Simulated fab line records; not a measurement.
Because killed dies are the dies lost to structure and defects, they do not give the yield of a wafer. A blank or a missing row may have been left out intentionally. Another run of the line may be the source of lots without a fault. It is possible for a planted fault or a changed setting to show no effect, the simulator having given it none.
fab line records | flow nandHarc
[record] lots = 12 | wafers = 34 | lastDay = 33
route steps=1302 shown A_CHANNEL_FILL_D1@499 A_DECK1_JOINT@518 A_ONON_D2@545 END@1302
lots that met no fault: taken from a fault-free run of the same line
startH: hours from the record's first day to the start of the lot's first wafer shown | waitH: how many hours have passed since the lot's step before this one | " same as the row above | L1.1+2: a row that stands for several wafers | - value missing, or start not given | * or withheld: withheld | < > ~ a bound
route shown NAME@n: names a module that has steps shown in the file, with the first one's number in the route | usual: mean/standard deviation of fault-free wafers | same: alike in all rows | chamber/n: place in a boat | sites: readings site by site | _std_site: how widely they spread, as a standard deviation | _edge_site: mean of outer sites minus mean of inner sites | radiusMm: for every site, how far away it sits from the centre of the wafer | mask NAME#n: copy n | behind: tool/chamber where the wafer was last shaped | hold: what put the lot on hold/how long, in hours/how the hold closed | device: the transistor (n, p or np) that didn't switch | end of line: tests of these same wafers at the route's end | for a step that has no rows: nothing shown but its recipe | killed: dies that structure and defects cost at the first sort, which is not the same as the wafer's yield | map: per-die view of a wafer (x killed, . not killed, _ where there is no die)
set.NAME: setting as actually run; set.NAME@STEP: the setting as run at that earlier step | model.NAME: the simulator's own value behind a step, which no gauge read
one table for each step of the route and one row for each wafer, over a sample of lots
services: when a tool's chamber went out of use (startH, in hours from the record's first day, below 0 if earlier), for how many hours, and the reason
[[steps]]
[step NHARC_A_CHANNEL_FILL_D1_ETCHBACK_19]
[recipe] targetDepthA = 50 | timeS = 1.7 | hbrFlowSccm = 150 | cl2FlowSccm = 50 | rfW = 400 | icpW = 400 | biasW = 100 | chemistry = HBr/Cl2
[usual] drypumpMotorCurrentA = 5.8/0.36 | oesProductAu = 1.004/0.014 | throttleValvePct = 26.404/0.0096
lot.wafer | tool     | chamber | startH | waitH | drypumpMotorCurrentA | oesProductAu | rfHoursCounterH | throttleValvePct
L924.2    | rieSi-03 | 3       | 211.32 | 0.4   | 5.1                  | 1.019        | 0.8             | 26.413
L924.1    | "        | 0       | "      | "     | 5.7                  | 0.968        | 0.9             | 26.408
L924.6    | "        | 3       | "      | "     | 5.1                  | 1.018        | -               | 26.383
L925.3    | rieSi-04 | 0       | 234.05 | 0.4   | 5.8                  | 1.016        | 0.4             | 26.402
L925.1    | "        | 2       | "      | "     | 6.6                  | 1.015        | 0.3             | 26.413
L925.2    | "        | 3       | "      | "     | 5.7                  | 1.012        | 0.3             | 26.408
L926.2    | rieSi-06 | 2       | 236.71 | 0.4   | 5.8                  | 1.030        | 0.9             | 26.396
L926.1    | "        | 3       | "      | "     | 6.2                  | 0.989        | 1.1             | 26.411
L926.6    | "        | 3       | "      | "     | 6.2                  | 0.994        | -               | 26.406
L927.3    | rieSi-04 | 2       | 246.97 | 0.4   | 6.6                  | 1.008        | 0.5             | 26.421
L927.2    | "        | 3       | "      | "     | 5.7                  | 1.007        | 0.5             | 26.398
L927.6    | "        | 0       | "      | "     | 5.8                  | 1.013        | -               | 26.404
L930.3    | rieSi-03 | 0       | 274.63 | 0.4   | 5.7                  | 0.981        | 0.4             | 26.398
L930.2    | "        | 1       | "      | "     | 5.9                  | 0.993        | 0.3             | 26.406
L930.4    | "        | 2       | "      | "     | 5.2                  | 1.003        | -               | 26.412
L931.2    | rieSi-04 | 0       | 294.04 | 0.4   | 5.8                  | 1.024        | 0.8             | 26.411
L931.1    | "        | 2       | "      | "     | 6.6                  | 1.016        | 0.8             | 26.408
L931.5    | "        | 0       | "      | "     | 5.8                  | 1.015        | -               | 26.397
L933.4    | rieSi-06 | 1       | 315.34 | 0.4   | 5.9                  | 0.996        | 0.3             | 26.392
L933.5    | "        | 0       | "      | "     | 5.7                  | 0.995        | -               | 26.385
L933.6    | "        | 1       | "      | "     | 5.9                  | 1.001        | -               | 26.389
L935.4    | rieSi-04 | 3       | 335.69 | 0.4   | 5.7                  | 1.009        | 1.0             | 26.406
L935.3    | "        | 0       | "      | "     | 5.8                  | 1.015        | 1.0             | 26.407
L935.5    | "        | 0       | "      | "     | 5.8                  | 1.005        | -               | 26.417
L937.6    | rieSi-04 | 0       | 357.00 | 0.4   | 5.9                  | 1.013        | -               | 26.413
L944.1    | rieSi-06 | 3       | 422.94 | 0.4   | 6.2                  | 1.005        | 1.0             | 26.414
L944.4    | "        | 0       | "      | "     | 5.7                  | 0.999        | 1.0             | 26.421
L944.2    | "        | 1       | "      | "     | 5.8                  | 1.003        | 1.0             | 26.403
L946.4    | rieSi-03 | 2       | 436.68 | 0.4   | 5.2                  | 1.012        | 0.3             | 26.417
L946.3    | "        | 3       | "      | "     | 5.1                  | 0.981        | 0.2             | 26.411
L946.2    | "        | 1       | "      | "     | 6.0                  | 1.003        | 0.3             | 26.407
L945.2    | rieSi-06 | 1       | 436.70 | 0.4   | 5.8                  | 1.010        | 0               | 26.402
L945.3    | "        | 2       | "      | "     | 5.8                  | 1.024        | 0               | 26.418
L945.6    | "        | 3       | "      | "     | 6.2                  | 0.999        | -               | 26.411
[step NHARC_A_DECK1_JOINT_ETCHBACK_07]
[recipe] targetDepthA = 1050 | timeS = 26.9 | hbrFlowSccm = 150 | rfW = 350 | icpW = 350 | biasW = 60 | chemistry = HBr
[usual] drypumpMotorCurrentA = 5.7/0.39 | oesProductAu = 0.997/0.012 | throttleValvePct = 23.265/0.0091
lot.wafer | tool     | chamber | startH | waitH | drypumpMotorCurrentA | oesProductAu | rfHoursCounterH | throttleValvePct
L924.2    | rieSi-02 | 0       | 236.44 | 0.1   | 6.4                  | 1.001        | 0.8             | 23.267
L924.1    | "        | 2       | "      | "     | 5.8                  | 1.009        | 0.8             | 23.274
L924.6    | "        | 1       | "      | "     | 6.0                  | 0.993        | -               | 23.254
L926.2    | rieSi-05 | 0       | 258.08 | 0.1   | 4.9                  | 0.988        | 0.6             | 23.263
L926.1    | "        | 2       | "      | "     | 5.7                  | 0.989        | 0.8             | 23.266
L926.6    | "        | 0       | "      | "     | 4.9                  | 0.989        | -               | 23.271
L925.1    | rieSi-01 | 0       | 258.09 | 0.1   | 5.3                  | 1.007        | 0.2             | 23.261
L925.2    | "        | 1       | "      | "     | 5.8                  | 0.992        | 0.3             | 23.254
L925.3    | "        | 2       | "      | "     | 5.2                  | 0.993        | 0.3             | 23.274
L927.2    | rieSi-02 | 3       | 271.02 | 0.1   | 5.8                  | 0.994        | 1.1             | 23.278
L927.3    | "        | 1       | "      | "     | 6.0                  | 1.001        | 1.2             | 23.265
L927.6    | "        | 3       | "      | "     | 5.8                  | 0.991        | -               | 23.248
L930.2    | rieSi-01 | 3       | 298.51 | 0.1   | 6.1                  | 1.002        | 0.5             | 23.274
L930.3    | "        | 0       | "      | "     | 5.3                  | 1.000        | 0.5             | 23.273
L930.4    | "        | 1       | "      | "     | 5.8                  | 0.978        | 0.5             | 23.268
L931.1    | rieSi-05 | 3       | 317.90 | 0.1   | 5.1                  | 1.011        | 0.1             | 23.259
L931.2    | "        | 0       | "      | "     | 4.9                  | 1.007        | 0.1             | 23.271
L931.5    | "        | 1       | "      | "     | 5.9                  | 1.018        | -               | 23.255
L933.4    | rieSi-02 | 0       | 339.11 | 0.1   | 6.4                  | 1.008        | 0.3             | 23.262
L933.5    | "        | 2       | "      | "     | 5.7                  | 1.012        | -               | 23.278
L933.6    | "        | 3       | "      | "     | 5.8                  | 0.980        | -               | 23.259
L935.3    | rieSi-01 | 1       | 359.51 | 0.1   | 5.8                  | 0.988        | 1.0             | 23.277
L935.4    | "        | 2       | "      | "     | 5.2                  | 1.009        | 1.0             | 23.260
L935.5    | "        | 0       | "      | "     | 5.3                  | 1.015        | -               | 23.269
L937.6    | rieSi-02 | 3       | 384.96 | 0.1   | 5.8                  | 0.973        | -               | 23.270
L944.2    | rieSi-02 | 3       | 447.18 | 0.1   | 5.8                  | 0.987        | 1.1             | 23.260
L944.4    | "        | 0       | "      | "     | 6.4                  | 0.998        | 1.0             | 23.264
L944.1    | "        | 1       | "      | "     | 6.1                  | 0.994        | 1.0             | 23.275
L946.3    | rieSi-01 | 2       | 460.71 | 0.1   | 5.2                  | 1.000        | 0.5             | 23.271
L946.2    | "        | 3       | "      | "     | 6.0                  | 1.009        | 0.5             | 23.281
L946.4    | "        | 0       | "      | "     | 5.3                  | 1.008        | 0.5             | 23.265
L945.2    | rieSi-05 | 3       | 460.73 | 0.1   | 5.0                  | 1.001        | 0.8             | 23.257
L945.3    | "        | 0       | "      | "     | 4.9                  | 1.019        | 0.7             | 23.263
L945.6    | "        | 1       | "      | "     | 5.9                  | 1.011        | -               | 23.262
[step NHARC_A_DECK1_JOINT_ETCHBACK_00]
[recipe] targetDepthA = 300 | timeS = 17.4 | hbrFlowSccm = 150 | rfW = 350 | icpW = 350 | biasW = 60 | chemistry = HBr
[usual] drypumpMotorCurrentA = 5.7/0.42 | oesProductAu = 0.998/0.012 | throttleValvePct = 23.265/0.0085
lot.wafer | tool     | chamber | startH | waitH | drypumpMotorCurrentA | oesProductAu | rfHoursCounterH | throttleValvePct
L924.1    | rieSi-05 | 0       | 247.17 | 0.1   | 4.9                  | 0.987        | 0.6             | 23.255
L924.2    | "        | 1       | "      | "     | 5.9                  | 1.014        | 0.6             | 23.268
L924.6    | "        | 2       | "      | "     | 5.7                  | 0.990        | -               | 23.256
L925.3    | rieSi-05 | 0       | 268.84 | 0.1   | 4.9                  | 0.990        | 0.8             | 23.268
L925.1    | "        | 1       | "      | "     | 5.9                  | 1.018        | 0.8             | 23.257
L925.2    | "        | 2       | "      | "     | 5.7                  | 0.990        | 0.9             | 23.286
L926.2    | rieSi-01 | 1       | 268.84 | 0.1   | 5.8                  | 0.987        | 0.3             | 23.262
L926.1    | "        | 2       | "      | "     | 5.2                  | 0.991        | 0.4             | 23.274
L926.6    | "        | 1       | "      | "     | 5.8                  | 0.989        | -               | 23.251
L927.2    | rieSi-05 | 3       | 281.73 | 0.1   | 5.1                  | 1.003        | 0.8             | 23.285
L927.3    | "        | 2       | "      | "     | 5.7                  | 0.994        | 1.0             | 23.258
L927.6    | "        | 3       | "      | "     | 5.0                  | 0.990        | -               | 23.274
L930.3    | rieSi-01 | 3       | 309.20 | 0.1   | 6.0                  | 0.998        | 0.6             | 23.259
L930.4    | "        | 0       | "      | "     | 5.3                  | 0.998        | 0.6             | 23.269
L930.2    | "        | 1       | "      | "     | 5.8                  | 0.986        | 0.6             | 23.263
L931.1    | rieSi-05 | 2       | 328.55 | 0.1   | 5.7                  | 0.992        | 0.1             | 23.271
L931.2    | "        | 3       | "      | "     | 5.1                  | 1.011        | 0.1             | 23.256
L931.5    | "        | 0       | "      | "     | 5.0                  | 1.009        | -               | 23.278
L933.4    | rieSi-01 | 1       | 349.79 | 0.1   | 5.8                  | 0.992        | 0.9             | 23.274
L933.5    | "        | 3       | "      | "     | 6.1                  | 0.986        | -               | 23.256
L933.6    | "        | 0       | "      | "     | 5.3                  | 1.015        | -               | 23.267
L935.4    | rieSi-02 | 0       | 370.26 | 0.1   | 6.4                  | 1.014        | 0.5             | 23.257
L935.3    | "        | 1       | "      | "     | 6.0                  | 0.979        | 0.5             | 23.257
L935.5    | "        | 2       | "      | "     | 5.7                  | 1.000        | -               | 23.262
L937.6    | rieSi-05 | 1       | 395.69 | 0.1   | 5.9                  | 1.010        | -               | 23.272
L944.2    | rieSi-01 | 3       | 457.85 | 0.1   | 6.0                  | 1.006        | 0.5             | 23.269
L944.1    | "        | 1       | "      | "     | 5.8                  | 0.986        | 0.5             | 23.270
L944.4    | "        | 2       | "      | "     | 5.2                  | 1.007        | 0.5             | 23.259
L945.3    | rieSi-02 | 2       | 471.25 | 0.1   | 5.7                  | 0.988        | 0.1             | 23.269
L945.2    | "        | 0       | "      | "     | 6.3                  | 0.997        | 0.0             | 23.271
L945.6    | "        | 1       | "      | "     | 6.0                  | 0.994        | -               | 23.259
L946.4    | rieSi-05 | 0       | 471.26 | 0.1   | 4.9                  | 1.022        | 0.8             | 23.261
L946.2    | "        | 2       | "      | "     | 5.7                  | 0.989        | 1.0             | 23.270
L946.3    | "        | 3       | "      | "     | 5.1                  | 1.008        | 0.8             | 23.281
[step NHARC_A_DECK1_JOINT_DEP_16]
[recipe] targetThkA = 450 | tempC = 400 | pressureTorr = 6.5 | rfW = 900 | teosFlowSccm = 161.4 | flowSccm = 2650 | targetThkNm = 45 | gas = O2 | material = SiO2
[usual] heaterPowerW = 583/76 | throttleValvePct = 16.0/0.55
lot.wafer | tool     | chamber | startH | waitH | heaterPowerW | throttleValvePct
L924.1    | pecvd-03 | 0       | 272.71 | 0.1   | 548          | 16.0
L924.2    | "        | 1       | "      | "     | 547          | 16.1
L924.6    | "        | 0       | "      | "     | 548          | 16.3
L925.2    | pecvd-04 | 1       | 291.11 | 0.1   | 514          | 15.0
L925.1    | "        | 2       | "      | "     | 516          | 16.5
L925.3    | "        | 0       | "      | "     | 709          | 16.7
L926.2    | pecvd-03 | 1       | 291.14 | 0.1   | 616          | 16.1
L926.1    | "        | 2       | "      | "     | 658          | 16.4
L926.6    | "        | 2       | "      | "     | 644          | 16.2
L927.3    | pecvd-04 | 0       | 302.95 | 0.1   | 736          | 16.8
L927.2    | "        | 1       | "      | "     | 584          | 15.3
L927.6    | "        | 1       | "      | "     | 598          | 15.3
L930.2    | pecvd-03 | 2       | 333.32 | 0.1   | 563          | 16.6
L930.3    | "        | 0       | "      | "     | 532          | 16.3
L930.4    | "        | 0       | "      | "     | 557          | 16.4
L931.2    | pecvd-01 | 1       | 353.01 | 0.1   | 630          | 15.7
L931.1    | "        | 0       | "      | "     | 557          | 15.1
L931.5    | "        | 1       | "      | "     | 620          | 15.7
L933.4    | pecvd-03 | 0       | 383.29 | 0.2   | 556          | 16.0
L933.5    | "        | 1       | "      | "     | 660          | 15.7
L933.6    | "        | 2       | "      | "     | 507          | 16.2
L935.3    | pecvd-04 | 1       | 388.79 | 0.1   | 502          | 15.0
L935.5    | "        | 2       | "      | "     | 569          | 16.5
L935.4    | "        | 0       | "      | "     | 641          | 16.6
L937.6    | pecvd-04 | 2       | 418.40 | 0.2   | 509          | 16.6
L944.1    | pecvd-04 | 0       | 480.23 | 0.1   | 738          | 16.2
L944.2    | "        | 1       | "      | "     | 464          | 14.7
L944.4    | "        | 0       | "      | "     | 729          | 16.1
L945.2    | pecvd-03 | 2       | 492.78 | 0.1   | 556          | 16.3
L945.3    | "        | 1       | "      | "     | 583          | 16.2
L945.6    | "        | 2       | "      | "     | 586          | 16.4
L946.3    | pecvd-04 | 1       | 492.79 | 0.1   | 548          | 15.1
L946.2    | "        | 2       | "      | "     | 627          | 16.3
L946.4    | "        | 0       | "      | "     | 582          | 16.4
[step NHARC_A_ONON_D2_DEP_00]
[recipe] targetThkA = 10000 | n2FlowSccm = 2750 | n2oFlowSccm = 2000 | nh3FlowSccm = 500 | sih4FlowSccm = 210 | tempC = 400
lot.wafer  | tool         | chamber | startH | waitH | hold
L924.1+2+6 | pecvdOnon-02 | 0       | 273.09 | 0.1   | -
L926.1+2+6 | pecvdOnon-02 | 0       | 291.49 | 0.1   | -
L925.1+2+3 | pecvdOnon-04 | 0       | 291.49 | 0.1   | -
L927.2+3+6 | pecvdOnon-02 | 0       | 303.39 | 0.1   | -
L930.2+3+4 | pecvdOnon-02 | 0       | 333.76 | 0.1   | -
L931.1+2+5 | pecvdOnon-02 | 0       | 353.48 | 0.1   | -
L933.4+5+6 | pecvdOnon-02 | 0       | 385.12 | 0.2   | -
L935.3+4+5 | pecvdOnon-03 | 0       | 389.23 | 0.2   | -
L937.6     | pecvdOnon-04 | 0       | 439.90 | 21.1  | awaitDispo/20.5h/release
L944.1+2+4 | pecvdOnon-03 | 0       | 480.59 | 0.1   | -
L945.2+3+6 | pecvdOnon-02 | 0       | 493.22 | 0.1   | -
L946.2+3+4 | pecvdOnon-03 | 0       | 493.23 | 0.1   | -
[step NHARC_END_SORT_01]
[recipe] tempC = 25
[usual] killedAtArray = 61/26 | killedAtOther = 0.8/1.1 | killedAtPeriphery = 4.0/2.6 | killedDies = 66/26 | killedOpen = 3.1/1.7 | killedShort = 2.5/1.5
[same] grossDies = 677
lot.wafer | tool      | chamber | startH | waitH | killedAtArray | killedAtOther | killedAtPeriphery | killedDies | killedOpen | killedShort
L937.6    | prober-02 | 0       | 737.06 | 4.0   | 174           | 0             | 3                 | 177        | 0          | 3
// killed by level:class
L937.6 A_DECK1_JOINT:unspecified=82 A_SLIT:chamberFilmFlake=35 A_CHANNEL_HOLE_D1:chamberFilmFlake=34 A_CHANNEL_HOLE_D2:chamberFilmFlake=17 A_CONTACT:chamberFilmFlake=2 P_ZERO_WELL:geometricParticle:short=1 A_SGD_CUT:geometricParticle:short=1 A_CONTACT:geometricParticle:short=1
[[services]]
tool         | chamber | startH | hours | kind
rieSi-02     | 0       | 188.31 | 15.3  | repair
rieSi-01     | -       | 193.00 | 9.0   | pm
rieSi-02     | 2       | 220.02 | 8.3   | repair
rieSi-02     | -       | 234.39 | 0.2   | repair
rieSi-02     | 3       | 239.50 | 4.7   | repair
rieSi-01     | 3       | 255.65 | 12.0  | repair
pecvd-03     | -       | 258.01 | 0.9   | repair
rieSi-05     | 2       | 262.86 | 1.4   | repair
rieSi-05     | 3       | 264.15 | 9.0   | repair
pecvd-04     | -       | 269.39 | 13.0  | pm
rieSi-02     | -       | 277.00 | 9.0   | pm
rieSi-05     | -       | 305.00 | 9.0   | pm
pecvd-03     | 0       | 320.85 | 1.7   | repair
rieSi-05     | -       | 357.17 | 11.7  | repair
pecvd-04     | 0       | 361.05 | 6.1   | repair
pecvd-03     | 1       | 365.62 | 5.0   | repair
pecvdOnon-02 | -       | 366.00 | 13.0  | pm
pecvd-03     | -       | 366.52 | 13.0  | pm
rieSi-01     | -       | 370.00 | 9.0   | pm
rieSi-02     | 0       | 402.86 | 2.8   | repair
rieSi-05     | -       | 405.68 | 0.2   | repair
pecvd-04     | -       | 450.55 | 13.0  | pm
rieSi-02     | -       | 454.00 | 9.0   | pm
rieSi-05     | -       | 482.00 | 9.0   | pm
[[key]]
[firstSign] step = NHARC_END_SORT_01 | reading = killedAtArray | direction = up | sigmas = 4.4 | usual = 61 | struck = 174
[effect] step = NHARC_END_SORT_01 | reading = killedDies | direction = up | sigmas = 4.3 | usual = 66 | struck = 177
[moreKillsBornAt] NHARC_A_DECK1_JOINT_ETCHBACK_07@rieSi-02 = 82
metAt NHARC_A_DECK1_JOINT_ETCHBACK_07
struckLots L937
struckWafers L937.6
testerLeftOut L937
notActingAt NHARC_A_CHANNEL_FILL_D1_ETCHBACK_19,NHARC_A_DECK1_JOINT_ETCHBACK_00,NHARC_A_DECK1_JOINT_DEP_16
onsetBetween 339.11 384.96
[fault] kind = chamberParticleSource | tool = rieSi-02 | chamber = 3 | onsetH = 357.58 | steps = NHARC_A_DECK1_JOINT_ETCHBACK_07 | ratePerVisitCm2 = 0.67194 | endH = 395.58
// testerLeftOut: of these lots the tester's yield and bins aren't shown, on N5 and GAA mostly nor the transistor test; their killed dies are dies lost to structure and defects alone, not to doping, threshold or leakage, so they don't give the yield
